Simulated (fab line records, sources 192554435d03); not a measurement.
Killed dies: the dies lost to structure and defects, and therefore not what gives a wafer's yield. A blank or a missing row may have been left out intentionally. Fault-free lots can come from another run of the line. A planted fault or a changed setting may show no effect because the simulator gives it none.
fab line records + flow n5Finfet
record
- lots=10
- wafers=30
- lastDay=22
route steps=1938 shown SD_EPI_N@287 BEOL_M4@1084 BEOL_M5@1114 PASSIVATION@1936
lots untouched by any fault: they come from a run of this same line in which no faults occurred
startH: the number of hours between the record's first day and the start of the first shown wafer of the lot + waitH: how many hours have passed since the lot's step before this one + " the same as in the row above + L1.1+2: a single row standing in for several wafers + - value missing, or start not given + * or withheld: withheld + < > ~ a bound
route shown NAME@n: a module of which the file shows steps, and the number in the route of the first + usual: mean and standard deviation over wafers with no fault + same: alike in all rows + chamber/n: place in a boat + sites: per-site readings + _std_site: how widely they spread, as a standard deviation + _edge_site: mean of outer sites minus mean of inner sites + radiusMm: for every site, how far away it sits from the centre of the wafer + mask NAME#n: copy n + behind: the tool/chamber that last shaped the wafer + hold: reason for holding the lot/hours on hold/outcome of the hold + device: transistor that didn't switch, given as n, p or np + end of line: at the end of the route, the tests of the same wafers + for a step that has no rows: nothing shown but its recipe + killed: not the wafer's yield, but the dies lost to structure and defects at the first sort + map: the dies of a wafer, with x for killed, . for not killed, _ for no die there
set.NAME: the setting as run; set.NAME@STEP: as run at that earlier step + model.NAME: the simulator's own value behind a step, which no gauge read
a sample of lots followed through the steps of the route, with each step as a table and each wafer as a row
services: the hour from which a tool's chamber was out of use, counted from the record's first day as startH (under 0 if before that day), plus the number of hours and why
## steps
# step N5_SD_EPI_N_VAPOR_ETCH_50
# recipe
- chemistry=HCl
- target=Si
- tempC=775
- timeS=54
- pressureTorr=20
- mode=isotropic
# usual
- throttleValvePct=11.7/0.39
| lot.wafer | tool        | chamber | startH | waitH | throttleValvePct |
|-----------|-------------|---------|--------|-------|------------------|
| L418.4    | epiRpcvd-04 | 0       | 61.85  | 0.3   | 11.4             |
| L418.5    | "           | 0       | "      | "     | 11.5             |
| L418.6    | "           | 0       | "      | "     | 11.3             |
| L422.3    | epiRpcvd-04 | 0       | 86.58  | 0.3   | 11.6             |
| L422.4    | "           | 0       | "      | "     | 11.5             |
| L422.5    | "           | 0       | "      | "     | 11.3             |
| L423.1    | epiRpcvd-04 | 0       | 92.53  | 0.4   | 11.6             |
| L423.2    | "           | 0       | "      | "     | 11.4             |
| L423.4    | "           | 0       | "      | "     | 11.6             |
| L424.1    | epiRpcvd-04 | 0       | 100.11 | 0.4   | 11.1             |
| L424.3    | "           | 0       | "      | "     | 11.2             |
| L424.6    | "           | 0       | "      | "     | 11.4             |
| L427.1    | epiRpcvd-01 | 0       | 119.22 | 0.3   | 11.9             |
| L427.2    | "           | 0       | "      | "     | 12.1             |
| L427.6    | "           | 0       | "      | "     | 12.1             |
| L434.1    | epiRpcvd-02 | 0       | 158.24 | 0.3   | 12.5             |
| L434.2    | "           | 0       | "      | "     | 12.3             |
| L434.5    | "           | 0       | "      | "     | 12.3             |
| L436.1    | epiRpcvd-04 | 0       | 169.97 | 0.4   | 11.4             |
| L436.5    | "           | 0       | "      | "     | 11.5             |
| L436.6    | "           | 0       | "      | "     | 11.4             |
| L437.4    | epiRpcvd-04 | 0       | 175.62 | 0.3   | 11.3             |
| L437.5    | "           | 0       | "      | "     | 11.5             |
| L437.6    | "           | 0       | "      | "     | 11.4             |
| L438.3    | epiRpcvd-04 | 0       | 183.35 | 0.2   | 11.3             |
| L438.4    | "           | 0       | "      | "     | 11.3             |
| L438.6    | "           | 0       | "      | "     | 11.3             |
| L439.3    | epiRpcvd-04 | 0       | 194.29 | 0.2   | 11.6             |
| L439.4    | "           | 0       | "      | "     | 11.6             |
| L439.5    | "           | 0       | "      | "     | 11.2             |
# step N5_BEOL_M4_SPUTTER_48
# recipe
- material=Cu
- targetThkA=45
- tempC=-20
- chamberPressurePa=0.07
- powerW=withheld
- timeS=8.29
# usual
- throttleValvePct=29.5/1
| lot.wafer | tool          | chamber | startH | waitH | throttleValvePct |
|-----------|---------------|---------|--------|-------|------------------|
| L418.4    | pvdSputter-01 | -       | 225.53 | 0.0   | 31.8             |
| L418.5    | "             | -       | "      | "     | 31.5             |
| L418.6    | "             | -       | "      | "     | 28.5             |
| L422.3    | pvdSputter-02 | -       | 253.88 | 0.1   | 28.5             |
| L422.4    | "             | -       | "      | "     | 28.7             |
| L422.5    | "             | -       | "      | "     | 30.1             |
| L423.1    | pvdSputter-01 | -       | 286.53 | 0.1   | 29.4             |
| L423.2    | "             | -       | "      | "     | 31.1             |
| L423.4    | "             | -       | "      | "     | 28.4             |
| L427.1    | pvdSputter-03 | -       | 321.24 | 1.5   | 29.4             |
| L427.2    | "             | -       | "      | "     | 29.6             |
| L427.6    | "             | -       | "      | "     | 29.3             |
| L439.3    | pvdSputter-03 | -       | 361.52 | 0.1   | 28.1             |
| L439.4    | "             | -       | "      | "     | 28.7             |
| L439.5    | "             | -       | "      | "     | 29.6             |
| L437.4    | pvdSputter-02 | -       | 365.07 | 0.0   | 31.1             |
| L437.5    | "             | -       | "      | "     | 28.8             |
| L437.6    | "             | -       | "      | "     | 28.8             |
| L434.1    | pvdSputter-01 | -       | 382.49 | 0.1   | 31.4             |
| L434.2    | "             | -       | "      | "     | 28.5             |
| L434.5    | "             | -       | "      | "     | 28.6             |
| L436.1    | pvdSputter-01 | -       | 387.20 | 1.6   | 29.7             |
| L436.5    | "             | -       | "      | "     | 29.3             |
| L436.6    | "             | -       | "      | "     | 30.1             |
| L424.1    | pvdSputter-02 | -       | 396.76 | 0.1   | 30.2             |
| L424.3    | "             | -       | "      | "     | 28.8             |
| L424.6    | "             | -       | "      | "     | 30.0             |
| L438.3    | pvdSputter-01 | -       | 397.95 | 1.2   | 30.2             |
| L438.4    | "             | -       | "      | "     | 28.5             |
| L438.6    | "             | -       | "      | "     | 28.4             |
# step N5_BEOL_M4_ANNEAL_87
# recipe
- tempC=400
- timeS=240
- ambient=vacuum
# usual
- heaterPowerW=797/73
| lot.wafer | tool          | chamber | startH | waitH | heaterPowerW |
|-----------|---------------|---------|--------|-------|--------------|
| L418.4    | pvdSputter-01 | -       | 226.27 | 0.0   | 713          |
| L418.5    | "             | -       | "      | "     | 700          |
| L418.6    | "             | -       | "      | "     | 816          |
| L422.3    | pvdSputter-02 | -       | 254.62 | 0.0   | 774          |
| L422.4    | "             | -       | "      | "     | 719          |
| L422.5    | "             | -       | "      | "     | 890          |
| L423.1    | pvdSputter-01 | -       | 287.27 | 0.0   | 796          |
| L423.2    | "             | -       | "      | "     | 710          |
| L423.4    | "             | -       | "      | "     | 825          |
| L427.1    | pvdSputter-03 | -       | 321.98 | 0.0   | 770          |
| L427.2    | "             | -       | "      | "     | 876          |
| L427.6    | "             | -       | "      | "     | 874          |
| L439.3    | pvdSputter-03 | -       | 362.26 | 0.0   | 704          |
| L439.4    | "             | -       | "      | "     | 913          |
| L439.5    | "             | -       | "      | "     | 798          |
| L437.4    | pvdSputter-02 | -       | 365.81 | 0.0   | 917          |
| L437.5    | "             | -       | "      | "     | 764          |
| L437.6    | "             | -       | "      | "     | 717          |
| L434.1    | pvdSputter-01 | -       | 383.23 | 0.0   | 698          |
| L434.2    | "             | -       | "      | "     | 839          |
| L434.5    | "             | -       | "      | "     | 804          |
| L436.1    | pvdSputter-01 | -       | 387.94 | 0.0   | 721          |
| L436.5    | "             | -       | "      | "     | 804          |
| L436.6    | "             | -       | "      | "     | 728          |
| L424.1    | pvdSputter-02 | -       | 397.50 | 0.0   | 855          |
| L424.3    | "             | -       | "      | "     | 723          |
| L424.6    | "             | -       | "      | "     | 864          |
| L438.3    | pvdSputter-01 | -       | 398.69 | 0.0   | 698          |
| L438.4    | "             | -       | "      | "     | 835          |
| L438.6    | "             | -       | "      | "     | 809          |
# step N5_BEOL_M4_RC_MEAS_101
# usual
- DIBL_N=36.3/1.1
- DIBL_P=36.3/1.4
- IOFF_N=0.155/0.019
- IOFF_N_85C=3.0/0.33
- IOFF_N_LIN=0.073/0.0076
- IOFF_P=0.211/0.027
- ION_N=672/8.5
- ION_P=462/5.8
- REXT_N=75.3/1.5
- SS_N=71.5/0.56
- SS_P=73.3/0.52
- VT_N=249.9/2.5
- VT_N_LVT=98.6/2.4
- VT_P=-249.8/2.8
| lot.wafer | tool      | chamber | startH | waitH | DIBL_N[mV/V] | DIBL_P[mV/V] | IOFF_N[nA/um] | IOFF_N_85C[nA/um] | IOFF_N_LIN[nA/um] | IOFF_P[nA/um] | ION_N[uA/um] | ION_P[uA/um] | REXT_N[ohm.um] | SS_N[mV/dec] | SS_P[mV/dec] | VT_N[mV] | VT_N_LVT[mV] | VT_P[mV] |
|-----------|-----------|---------|--------|-------|--------------|--------------|---------------|-------------------|-------------------|---------------|--------------|--------------|----------------|--------------|--------------|----------|--------------|----------|
| L418.4    | prober-01 | 0       | 228.86 | 0.5   | 35.6         | 36.9         | 0.152         | 3.1               | 0.074             | 0.178         | 669          | 451          | 78.4           | 71.1         | 73.6         | 248.7    | 95.7         | -253.7   |
| L418.5    | "         | 0       | "      | "     | 34.9         | 35.4         | 0.134         | 2.8               | 0.068             | 0.170         | 670          | 456          | 76.6           | 71.3         | 73.3         | 249.2    | 98.1         | -252.4   |
| L418.6    | "         | 0       | "      | "     | 35.7         | 35.9         | 0.153         | 3.1               | 0.073             | 0.178         | 671          | 455          | 77.0           | 72.0         | 73.3         | 251.5    | 97.3         | -253.4   |
| L422.3    | prober-01 | 0       | 257.20 | 0.3   | 31.8         | 36.8         | 0.083         | 1.8               | 0.044             | 0.207         | 611          | 454          | 93.3           | 70.3         | 73.4         | 258.8    | 110.5        | -253.2   |
| L422.4    | "         | 0       | "      | "     | 30.9         | 36.1         | 0.077         | 1.7               | 0.042             | 0.196         | 619          | 456          | 93.9           | 69.6         | 72.4         | 259.8    | 110.7        | -252.9   |
| L422.5    | "         | 0       | "      | "     | 31.6         | 36.5         | 0.084         | 1.8               | 0.045             | 0.200         | 623          | 455          | 92.6           | 70.0         | 73.5         | 260.1    | 109.7        | -253.1   |
| L423.1    | prober-02 | 0       | 289.57 | 0.0   | 36.7         | 37.0         | 0.177         | 3.6               | 0.084             | 0.217         | 689          | 466          | 72.9           | 71.6         | 74.0         | 250.4    | 95.6         | -248.3   |
| L423.2    | "         | 0       | "      | "     | 37.7         | 37.7         | 0.182         | 3.6               | 0.086             | 0.223         | 677          | 459          | 74.3           | 72.3         | 73.2         | 245.9    | 94.7         | -247.1   |
| L423.4    | "         | 0       | "      | "     | 29.8         | 34.9         | 0.077         | 1.7               | 0.044             | 0.183         | 614          | 456          | 92.2           | 69.7         | 73.2         | 260.5    | 108.5        | -251.6   |
| L427.1    | prober-01 | 0       | 324.10 | 0.0   | 37.2         | 36.9         | 0.151         | 3.0               | 0.070             | 0.183         | 670          | 455          | 75.8           | 71.2         | 73.8         | 251.3    | 97.3         | -253.2   |
| L427.2    | "         | 0       | "      | "     | 38.5         | 38.1         | 0.178         | 3.4               | 0.076             | 0.206         | 664          | 452          | 76.2           | 72.3         | 73.0         | 250.4    | 96.8         | -249.8   |
| L427.6    | "         | 0       | "      | "     | 36.4         | 36.1         | 0.139         | 2.8               | 0.065             | 0.181         | 658          | 447          | 78.0           | 71.2         | 73.0         | 253.2    | 99.7         | -252.0   |
| L439.3    | prober-02 | 0       | 364.69 | 0.3   | 37.2         | 36.6         | 0.171         | 3.4               | 0.080             | 0.241         | 678          | 467          | 77.0           | 72.2         | 73.7         | 251.6    | 98.2         | -246.2   |
| L439.4    | "         | 0       | "      | "     | 38.7         | 36.8         | 0.196         | 3.8               | 0.085             | 0.250         | 671          | 461          | 75.1           | 72.8         | 73.2         | 246.3    | 96.3         | -246.9   |
| L439.5    | "         | 0       | "      | "     | 37.2         | 35.6         | 0.161         | 3.2               | 0.076             | 0.223         | 674          | 464          | 75.9           | 71.9         | 73.3         | 247.5    | 99.5         | -249.5   |
| L437.4    | prober-01 | 0       | 368.66 | 0.5   | 34.9         | 37.6         | 0.168         | 3.2               | 0.077             | 0.241         | 668          | 470          | 76.6           | 70.4         | 73.3         | 247.3    | 95.0         | -247.3   |
| L437.5    | "         | 0       | "      | "     | 34.3         | 36.8         | 0.150         | 2.9               | 0.071             | 0.235         | 673          | 472          | 78.1           | 71.7         | 73.1         | 249.5    | 98.2         | -244.4   |
| L437.6    | "         | 0       | "      | "     | 34.9         | 36.6         | 0.157         | 3.1               | 0.072             | 0.232         | 665          | 465          | 76.5           | 71.8         | 72.6         | 251.7    | 97.4         | -248.7   |
| L434.1    | prober-02 | 0       | 385.35 | 0.0   | 38.3         | 37.3         | 0.176         | 3.4               | 0.079             | 0.236         | 677          | 462          | 74.2           | 71.2         | 73.9         | 245.9    | 95.6         | -248.3   |
| L434.2    | "         | 0       | "      | "     | 37.5         | 35.8         | 0.154         | 3.1               | 0.072             | 0.206         | 680          | 465          | 75.1           | 71.6         | 73.1         | 252.5    | 97.7         | -249.6   |
| L434.5    | "         | 0       | "      | "     | 36.9         | 35.6         | 0.149         | 3.0               | 0.069             | 0.204         | 669          | 457          | 74.8           | 71.5         | 73.6         | 250.5    | 97.7         | -249.6   |
| L436.1    | prober-02 | 0       | 390.06 | 0.0   | 36.5         | 36.4         | 0.150         | 3.0               | 0.072             | 0.210         | 676          | 466          | 76.4           | 71.5         | 72.9         | 250.0    | 101.3        | -250.0   |
| L436.5    | "         | 0       | "      | "     | 40.0         | 40.9         | 0.228         | 4.3               | 0.103             | 0.301         | 699          | 479          | 76.5           | 72.5         | 74.0         | 242.9    | 93.8         | -244.8   |
| L436.6    | "         | 0       | "      | "     | 37.1         | 37.2         | 0.171         | 3.3               | 0.081             | 0.236         | 677          | 471          | 76.2           | 71.1         | 73.1         | 246.3    | 98.2         | -247.0   |
| L424.1    | prober-02 | 0       | 399.64 | 0.0   | 35.6         | 35.6         | 0.134         | 2.6               | 0.064             | 0.184         | 670          | 460          | 75.1           | 71.4         | 73.3         | 250.1    | 101.3        | -253.3   |
| L424.3    | "         | 0       | "      | "     | 30.0         | 36.2         | 0.073         | 1.6               | 0.040             | 0.190         | 608          | 463          | 96.4           | 70.2         | 72.7         | 262.3    | 110.4        | -253.4   |
| L424.6    | "         | 0       | "      | "     | 36.2         | 36.6         | 0.144         | 2.8               | 0.068             | 0.195         | 668          | 461          | 75.0           | 71.4         | 73.2         | 250.7    | 98.7         | -251.7   |
| L438.3    | prober-01 | 0       | 401.12 | 0.3   | 35.6         | 35.2         | 0.158         | 3.1               | 0.078             | 0.210         | 682          | 464          | 74.0           | 72.1         | 73.3         | 248.2    | 96.3         | -248.4   |
| L438.4    | "         | 0       | "      | "     | 36.3         | 34.7         | 0.159         | 3.1               | 0.076             | 0.200         | 666          | 459          | 73.7           | 72.0         | 73.4         | 249.2    | 98.0         | -250.9   |
| L438.6    | "         | 0       | "      | "     | 36.0         | 35.2         | 0.158         | 3.1               | 0.077             | 0.205         | 675          | 458          | 73.7           | 71.3         | 73.0         | 249.8    | 96.8         | -249.2   |
# step N5_BEOL_M5_THK_MEAS_01
# recipe
- reads=SiCOH_lowk_of_BEOL_M5_ILD_DEP_00
# usual
- M5_ILD_THK=121.4/1.5
| lot.wafer | tool         | chamber | startH | waitH | M5_ILD_THK[nm] |
|-----------|--------------|---------|--------|-------|----------------|
| L418.4    | filmMetro-01 | -       | 230.41 | 0.4   | 120.8          |
| L418.5    | "            | -       | "      | "     | 120.5          |
| L418.6    | "            | -       | "      | "     | 121.0          |
| L422.3    | filmMetro-01 | -       | 258.42 | 0.3   | 122.0          |
| L422.4    | "            | -       | "      | "     | 122.4          |
| L422.5    | "            | -       | "      | "     | 124.4          |
| L423.1    | filmMetro-01 | -       | 291.13 | 0.4   | 121.1          |
| L423.2    | "            | -       | "      | "     | 121.2          |
| L423.4    | "            | -       | "      | "     | 124.2          |
| L427.1    | filmMetro-02 | -       | 326.03 | 0.4   | 119.5          |
| L427.2    | "            | -       | "      | "     | 119.7          |
| L427.6    | "            | -       | "      | "     | 121.7          |
| L439.3    | filmMetro-02 | -       | 365.92 | 0.3   | 121.9          |
| L439.4    | "            | -       | "      | "     | 122.3          |
| L439.5    | "            | -       | "      | "     | 123.9          |
| L437.4    | filmMetro-01 | -       | 369.74 | 0.2   | 124.5          |
| L437.5    | "            | -       | "      | "     | 122.8          |
| L437.6    | "            | -       | "      | "     | 123.7          |
| L434.1    | filmMetro-02 | -       | 386.89 | 0.4   | 119.6          |
| L434.2    | "            | -       | "      | "     | 119.0          |
| L434.5    | "            | -       | "      | "     | 123.0          |
| L436.1    | filmMetro-01 | -       | 392.07 | 0.8   | 121.1          |
| L436.5    | "            | -       | "      | "     | 122.5          |
| L436.6    | "            | -       | "      | "     | 122.2          |
| L424.1    | filmMetro-01 | -       | 401.18 | 0.4   | 120.7          |
| L424.3    | "            | -       | "      | "     | 121.5          |
| L424.6    | "            | -       | "      | "     | 121.7          |
| L438.3    | filmMetro-02 | -       | 402.34 | 0.3   | 120.6          |
| L438.4    | "            | -       | "      | "     | 122.0          |
| L438.6    | "            | -       | "      | "     | 122.1          |
# step N5_PASSIVATION_PROBE_49
# usual
- defectLimitedYield=91.4/1.2
- killed_at_M0_to_M3=34/10
- killed_at_M4_up=14/5.1
- killedAtContacts=12/6.4
- killedAtFrontEnd=38/9.3
- killedAtOther=4/3
- killedDies=102/15
- killedOpen=67/12
- killedShort=33/6.9
- sort_bin_5_function=5.0/0.86
- sort_bin_6_memory=3.2/0.58
- sort_bin_8_speed=0.00/0.0099
- sortNPass=1078/15
- sortYieldPct=91.4/1.2
# same
- grossDies=1180
- killedAtBackSide=0
- sort_bin_4_leakage[%]=0
| lot.wafer | tool      | chamber | startH | waitH | defectLimitedYield[%] | killed_at_M0_to_M3 | killed_at_M4_up | killedAtContacts | killedAtFrontEnd | killedAtOther | killedDies | killedOpen | killedShort | sort_bin_5_function[%] | sort_bin_6_memory[%] | sort_bin_8_speed[%] | sortNPass | sortYieldPct[%] |
|-----------|-----------|---------|--------|-------|-----------------------|--------------------|-----------------|------------------|------------------|---------------|------------|------------|-------------|------------------------|----------------------|---------------------|-----------|-----------------|
| L422.3    | prober-01 | -       | 358.41 | 0.1   | 90.0                  | 40                 | 17              | 13               | 43               | 5             | 118        | 69         | 49          | 5.3                    | 4.3                  | 61.95               | 331       | 28.1            |
| L422.4    | prober-01 | -       | 358.46 | 0.2   | 93.6                  | 32                 | 10              | 6                | 25               | 3             | 76         | 43         | 32          | 3.5                    | 2.5                  | 49.32               | 522       | 44.2            |
| L422.5    | prober-01 | -       | 358.51 | 0.2   | 91.0                  | 48                 | 13              | 19               | 26               | 0             | 106        | 65         | 39          | 5.8                    | 3.1                  | 35.93               | 650       | 55.1            |
| L423.1    | prober-01 | -       | 388.53 | 0.0   | 91.6                  | 29                 | 13              | 21               | 32               | 4             | 99         | 71         | 27          | 5.3                    | 2.8                  | 0                   | 1081      | 91.6            |
| L423.2    | prober-01 | -       | 388.58 | 0.1   | 92.3                  | 28                 | 9               | 21               | 30               | 3             | 91         | 63         | 25          | 4.8                    | 2.8                  | 0                   | 1089      | 92.3            |
| L423.4    | prober-01 | -       | 388.68 | 0.2   | 90.8                  | 38                 | 7               | 31               | 30               | 2             | 108        | 75         | 32          | 4.7                    | 4.1                  | 59.32               | 372       | 31.5            |
| L436.1    | prober-01 | -       | 508.95 | 0.0   | 91.9                  | 21                 | 8               | 7                | 56               | 3             | 95         | 73         | 20          | 4.7                    | 3.2                  | 0                   | 1085      | 91.9            |
| L436.5    | prober-01 | -       | 509.15 | 0.2   | 91.9                  | 18                 | 11              | 3                | 50               | 14            | 96         | 59         | 34          | 4.5                    | 3.5                  | 0                   | 1084      | 91.9            |
| L436.6    | prober-01 | -       | 509.20 | 0.3   | 91.1                  | 14                 | 10              | 22               | 53               | 6             | 105        | 64         | 35          | 5.8                    | 3.0                  | 0                   | 1075      | 91.1            |
| L424.1    | prober-01 | -       | 517.10 | 0.0   | 91.4                  | 26                 | 21              | 16               | 35               | 3             | 101        | 61         | 36          | 4.7                    | 3.1                  | 0                   | 1079      | 91.4            |
| L424.3    | prober-01 | -       | 517.20 | 0.1   | 93.1                  | 22                 | 11              | 8                | 39               | 2             | 82         | 57         | 24          | 3.9                    | 2.7                  | 62.03               | 366       | 31.0            |
| L424.6    | prober-01 | -       | 517.35 | 0.3   | 93.5                  | 18                 | 9               | 9                | 35               | 6             | 77         | 53         | 24          | 4.1                    | 2.4                  | 0                   | 1103      | 93.5            |
# killed by level:class
L422.3 BEOL_M0_SAQP:geometricParticle:short=10 STI_FIN_REVEAL:geometricParticle:open=10 MOL_CONTACT_COAG:geometricParticle:open=8 ILD0:geometricParticle:short=7 DUMMY_GATE:geometricParticle:open=6 BEOL_M2:geometricParticle:open=6 FIN_SAQP:geometricParticle:short=5 FIN_SAQP:geometricParticle:open=5
L422.4 BEOL_M0_SAQP:geometricParticle:short=8 BEOL_M0_SAQP:geometricParticle:open=8 MOL_CONTACT_COAG:geometricParticle:open=6 FIN_SAQP:geometricParticle:open=5 BEOL_M3:geometricParticle:short=5 BEOL_M3:geometricParticle:open=5 BEOL_M4:geometricParticle:open=4 FIN_SAQP:geometricParticle:short=3
L422.5 MOL_CONTACT_COAG:geometricParticle:open=16 BEOL_M0_SAQP:geometricParticle:short=16 BEOL_M0_SAQP:geometricParticle:open=15 BEOL_M4:geometricParticle:open=7 FIN_SAQP:geometricParticle:short=6 FIN_SAQP:geometricParticle:open=4 BEOL_M2:geometricParticle:open=4 BEOL_M3:geometricParticle:open=4
L423.1 MOL_CONTACT_COAG:geometricParticle:open=17 FIN_SAQP:geometricParticle:open=11 BEOL_M0_SAQP:geometricParticle:open=11 BEOL_M0_SAQP:geometricParticle:short=7 BEOL_M4:geometricParticle:open=7 STARTING-WAFER:geometricParticle:open=7 GATE_CUT:geometricParticle:short=6 BEOL_M1:geometricParticle:open=5
L423.2 MOL_CONTACT_COAG:geometricParticle:open=16 BEOL_M1:geometricParticle:open=7 BEOL_M2:geometricParticle:open=7 DUMMY_GATE:geometricParticle:open=6 BEOL_M0_SAQP:geometricParticle:short=5 STI_FIN_REVEAL:geometricParticle:open=5 GATE_CUT:geometricParticle:short=5 MOL_CONTACT_COAG:geometricParticle:short=5
L423.4 MOL_CONTACT_COAG:geometricParticle:open=26 BEOL_M0_SAQP:geometricParticle:short=11 BEOL_M0_SAQP:geometricParticle:open=10 BEOL_M2:geometricParticle:open=8 GATE_CUT:geometricParticle:open=6 STI_FIN_REVEAL:geometricParticle:open=5 MOL_CONTACT_COAG:geometricParticle:short=5 FIN_SAQP:geometricParticle:short=4
L436.1 STI_FIN_REVEAL:geometricParticle:open=24 BEOL_M1:geometricParticle:open=10 MOL_CONTACT_COAG:geometricParticle:open=7 FIN_SAQP:geometricParticle:open=5 GATE_CUT:geometricParticle:short=5 STARTING-WAFER:geometricParticle:open=5 FIN_SAQP:geometricParticle:short=4 DUMMY_GATE:geometricParticle:open=3
L436.5 FIN_SAQP:geometricParticle:open=11 FIN_SAQP:geometricParticle:short=11 STI_FIN_REVEAL:geometricParticle:open=9 BEOL_M2:geometricParticle:open=8 DUMMY_GATE:geometricParticle:open=4 BEOL_M3:geometricParticle:open=4 PAD_METAL:geometricParticle:short=4 SPACER0:geometricParticle:open=3
L436.6 STI_FIN_REVEAL:geometricParticle:open=16 MOL_CONTACT_COAG:geometricParticle:open=13 MOL_CONTACT_COAG:geometricParticle:short=6 SPACER0:geometricParticle:short=5 GATE_CUT:geometricParticle:short=5 BEOL_M2:geometricParticle:open=4 STARTING-WAFER:geometricParticle:short=4 STARTING-WAFER:geometricParticle:open=4
L424.1 BEOL_M4:geometricParticle:open=12 MOL_CONTACT_COAG:geometricParticle:open=10 STI_FIN_REVEAL:geometricParticle:open=8 GATE_CUT:geometricParticle:short=7 FIN_SAQP:geometricParticle:short=6 MOL_CONTACT_COAG:geometricParticle:short=6 BEOL_M0_SAQP:geometricParticle:short=6 BEOL_M2:geometricParticle:open=5
L424.3 BEOL_M2:geometricParticle:open=11 STI_FIN_REVEAL:geometricParticle:open=10 FIN_SAQP:geometricParticle:open=9 FIN_SAQP:geometricParticle:short=7 MOL_CONTACT_COAG:geometricParticle:open=7 BEOL_M0_SAQP:geometricParticle:open=3 BEOL_M0_SAQP:geometricParticle:short=3 BEOL_M2:geometricParticle:short=3
L424.6 STI_FIN_REVEAL:geometricParticle:open=10 MOL_CONTACT_COAG:geometricParticle:open=8 FIN_SAQP:geometricParticle:short=7 FIN_SAQP:geometricParticle:open=5 BEOL_M2:geometricParticle:open=5 GATE_CUT:geometricParticle:short=4 BEOL_M0_SAQP:geometricParticle:open=4 DUMMY_GATE:geometricParticle:open=3
## services
| tool          | chamber | startH | hours | kind   |
|---------------|---------|--------|-------|--------|
| epiRpcvd-04   | -       | 65.16  | 6.0   | pm     |
| epiRpcvd-04   | -       | 72.40  | 1.5   | repair |
| pvdSputter-02 | -       | 106.49 | 1.0   | repair |
| pvdSputter-03 | -       | 118.46 | 0.5   | repair |
| epiRpcvd-04   | -       | 132.34 | 1.8   | repair |
| pvdSputter-01 | -       | 138.92 | 4.7   | repair |
| pvdSputter-02 | -       | 163.68 | 5.1   | repair |
| epiRpcvd-02   | -       | 259.20 | 2.8   | pm     |
| pvdSputter-03 | -       | 273.75 | 1.9   | repair |
| epiRpcvd-01   | -       | 366.93 | 8.0   | repair |
| pvdSputter-03 | -       | 368.86 | 6.0   | repair |
| epiRpcvd-02   | -       | 396.75 | 6.0   | pm     |
## key
firstSign
- step=N5_BEOL_M4_RC_MEAS_101
- reading=REXT_N
- direction=up
- sigmas=13
- usual=75.3
- struck=93.7
effect
- step=N5_BEOL_M4_RC_MEAS_101
- reading=ION_N
- direction=down
- sigmas=6.7
- usual=672
- struck=615
effect
- step=N5_BEOL_M4_RC_MEAS_101
- reading=DIBL_N
- direction=down
- sigmas=4.9
- usual=36.3
- struck=30.8
effect
- step=N5_BEOL_M4_RC_MEAS_101
- reading=VT_N_LVT
- direction=up
- sigmas=4.7
- usual=98.6
- struck=110.0
effect
- step=N5_BEOL_M4_RC_MEAS_101
- reading=VT_N
- direction=up
- sigmas=4.1
- usual=249.9
- struck=260.3
effect
- step=N5_BEOL_M4_RC_MEAS_101
- reading=IOFF_N_85C
- direction=down
- sigmas=4
- usual=3.0
- struck=1.7
effect
- step=N5_BEOL_M4_RC_MEAS_101
- reading=IOFF_N_LIN
- direction=down
- sigmas=3.9
- usual=0.073
- struck=0.043
effect
- step=N5_BEOL_M4_RC_MEAS_101
- reading=IOFF_N
- direction=down
- sigmas=3.9
- usual=0.155
- struck=0.079
effect
- step=N5_BEOL_M4_RC_MEAS_101
- reading=SS_N
- direction=down
- sigmas=2.8
- usual=71.5
- struck=70.0
- wafersMoved=4
effect
- step=N5_PASSIVATION_PROBE_49
- reading=sort_bin_8_speed
- direction=up
- sigmas=99+
- usual=0.00
- struck=53.71
metAt N5_SD_EPI_N_VAPOR_ETCH_50
struckLots L422,L423,L424
struckWafers L422.3,L422.4,L422.5,L423.4,L424.3
notActingAt N5_BEOL_M4_SPUTTER_48,N5_BEOL_M4_ANNEAL_87,N5_BEOL_M5_THK_MEAS_01
onsetBetween 61.85 86.58
fault
- kind=processParameterDrift
- tool=epiRpcvd-04
- chamber=-
- onsetH=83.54
- steps=N5_SD_EPI_N_VAPOR_ETCH_50
- channel=timeS
- offset=*
- shape=step
- endH=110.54
- scope=struckWafersOnly
- actsIn=*
- stated=*
